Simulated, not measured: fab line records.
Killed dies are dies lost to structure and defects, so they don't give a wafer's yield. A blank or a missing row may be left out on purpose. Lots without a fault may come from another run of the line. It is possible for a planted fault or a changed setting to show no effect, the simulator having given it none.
Which of the tools did it? ; flow nandHarc ; Sampling: 14 lots, 42 wafers, 5 of 1302 route steps

== WHAT THE GAUGES READ, wafer by wafer ==
NHARC_THIN_TSV_THK_MEAS_02: measures by ir.
lot;measured;on;thkNm (nm)
L892;day 24 03:30;filmMetro-02;2991 2990 2882
L891;day 24 04:43;filmMetro-01;3460 3074 3396
L893;day 24 09:22;filmMetro-02;2935 3279 3072
L898;day 26 17:03;filmMetro-02;3043 3371 3157
L901;day 27 13:54;filmMetro-02;2857 2841 3118
L903;day 28 17:44;filmMetro-01;3019 2848 2751
L905;day 30 02:56;filmMetro-02;3033 2914 2765
L906;day 30 04:13;filmMetro-02;2975 2830 3312
L907;day 30 19:56;filmMetro-01;2842 3064 3049
L909;day 31 02:03;filmMetro-02;2953 3188 3035
L910;day 32 01:29;filmMetro-01;2715 3239 3197
L913;day 32 03:54;filmMetro-02;2717 2949 3226
L911;day 32 02:42;filmMetro-01;3167 2989 3283
L912;day 32 15:40;filmMetro-02;3099 2574 2812

NHARC_THIN_TSV_CD_MEAS_33 targets a cd of 5000 nm.
lot;measured;on;cdNm (nm)
L892;day 24 10:34;cdSem-02;5003.4 5002.0 5002.2
L891;day 24 11:53;cdSem-01;5001.2 4998.4 4996.5
L893;day 24 16:13;cdSem-02;5001.9 5001.5 5002.0
L898;day 27 00:00;cdSem-02;4999.3 4998.5 5001.8
L901;day 27 20:51;cdSem-01;4997.7 5002.1 5000.1
L903;day 29 00:39;cdSem-02;5002.0 5003.9 5003.0
L905;day 30 10:20;cdSem-01;5001.4 5001.5 4999.3
L906;day 30 11:33;cdSem-01;4998.2 4998.7 4999.2
L907;day 31 02:56;cdSem-01;5000.1 5000.4 5000.3
L909;day 31 08:48;cdSem-02;5000.1 5001.6 5000.6
L910;day 32 10:43;cdSem-01;5003.4 5000.0 5000.3
L913;day 32 11:02;cdSem-01;5003.8 5000.4 4999.5
L911;day 32 10:52;cdSem-02;5001.4 5001.3 4999.8
L912;day 32 22:41;cdSem-01;4998.5 4998.8 4999.6

NHARC_END_SORT_01.
lot;measured;on;killedAtArray;killedAtOther;killedAtPeriphery;killedDies;killedOpen;killedShort
L901;day 28 05:55;prober-01;178 167 172;0 3 1;3 3 1;181 173 174;2 5 2;1 6 2
L903;day 29 12:07;prober-01;93 134 95;0 0 0;0 1 1;93 135 96;2 1 2;3 4 2

== WHAT TOOL EACH LOT RAN ON (gives the tool, then ch and the chambers of the sampled wafers, and finally the start) ==
lot;NHARC_A_STAIRCASE_PRECLEAN_419;NHARC_THIN_TSV_PRE_CLEAN_54
L892;wetBench-06 ch 1,4,6, day 17 11:13;pvdSputter-01, day 24 09:28
L891;wetBench-02 ch 3,5,6, day 17 11:13;pvdSputter-01, day 24 10:49
L893;wetBench-07 ch 2,3,5, day 18 04:09;pvdSputter-03, day 24 15:16
L898;wetBench-06 ch 2,6,7, day 20 03:54;pvdSputter-02, day 26 22:57
L901;wetBench-06 ch 1,5,7, day 21 09:56;pvdSputter-03, day 27 19:47
L903;wetBench-06 ch 4,5,6, day 22 12:36;pvdSputter-02, day 28 23:42
L905;wetBench-02 ch 3,5,6, day 23 22:09;pvdSputter-02, day 30 09:16
L906;wetBench-02 ch 0,3,4, day 23 22:10;pvdSputter-02, day 30 10:30
L907;wetBench-02 ch 1,2,3, day 24 04:02;pvdSputter-01, day 31 01:51
L909;wetBench-07 ch 0,5,6, day 24 16:19;pvdSputter-01, day 31 07:53
L910;wetBench-02 ch 2,3,5, day 25 09:35;pvdSputter-02, day 32 09:46
L913;wetBench-07 ch 0,1,3, day 25 21:14;pvdSputter-03, day 32 09:52
L911;wetBench-06 ch 0,2,7, day 26 00:23;pvdSputter-01, day 32 09:47
L912;wetBench-06 ch 4,5,6, day 26 02:04;pvdSputter-03, day 32 21:38
- NHARC_A_STAIRCASE_PRECLEAN_419: cleans in SC1.
- NHARC_THIN_TSV_PRE_CLEAN_54: time 30 s.

== AS READ BY THE TOOLS THEMSELVES (means over the sampled wafers that have a number; for cases with no such wafer, the mark the record gives instead) ==
NHARC_A_STAIRCASE_PRECLEAN_419.
lot;tool;bathGuardTempC (C)
L892;wetBench-06;49.6
L891;wetBench-02;50.2
L893;wetBench-07;50.1
L898;wetBench-06;50.0
L901;wetBench-06;50.3
L903;wetBench-06;50.1
L905;wetBench-02;50.2
L906;wetBench-02;49.8
L907;wetBench-02;50.8
L909;wetBench-07;49.9
L910;wetBench-02;50.3
L913;wetBench-07;50.1
L911;wetBench-06;50.5
L912;wetBench-06;50.1

NHARC_THIN_TSV_PRE_CLEAN_54.
lot;tool;heaterPowerW (W)
L892;pvdSputter-01;382
L891;pvdSputter-01;385
L893;pvdSputter-03;368
L898;pvdSputter-02;379
L901;pvdSputter-03;397
L903;pvdSputter-02;412
L905;pvdSputter-02;390
L906;pvdSputter-02;384
L907;pvdSputter-01;376
L909;pvdSputter-01;376
L910;pvdSputter-02;381
L913;pvdSputter-03;353
L911;pvdSputter-01;380
L912;pvdSputter-03;422

== THE ANSWER, worked out from the rows above alone ==
Rule: what is usual is taken from the lots themselves. Put in order of their means at a reading, lots are off if they are a third of the lots or fewer, leave a main group of 4 or more, and stand apart from it by a gap of 3 or more times the standard deviation of the main group's means; of several such gaps the widest counts. A main group whose means are all the same, to the digits that the tables above print for the reading, isn't used. A lot without any number at a reading at which 4 lots or more have one is off too. Where the step has rows for the other lots, those lots are counted as sound. First the gauges in route order, then the tools' own readings, where a lot's mean is used as printed above. At the first step where some lot is off, the reading lying furthest off is the one used; lots without a number count as furthest.
Across all readings shown, no lot is off: no conclusion can be drawn from this.

== WHAT WAS PUT IN BY THE SIMULATOR ==
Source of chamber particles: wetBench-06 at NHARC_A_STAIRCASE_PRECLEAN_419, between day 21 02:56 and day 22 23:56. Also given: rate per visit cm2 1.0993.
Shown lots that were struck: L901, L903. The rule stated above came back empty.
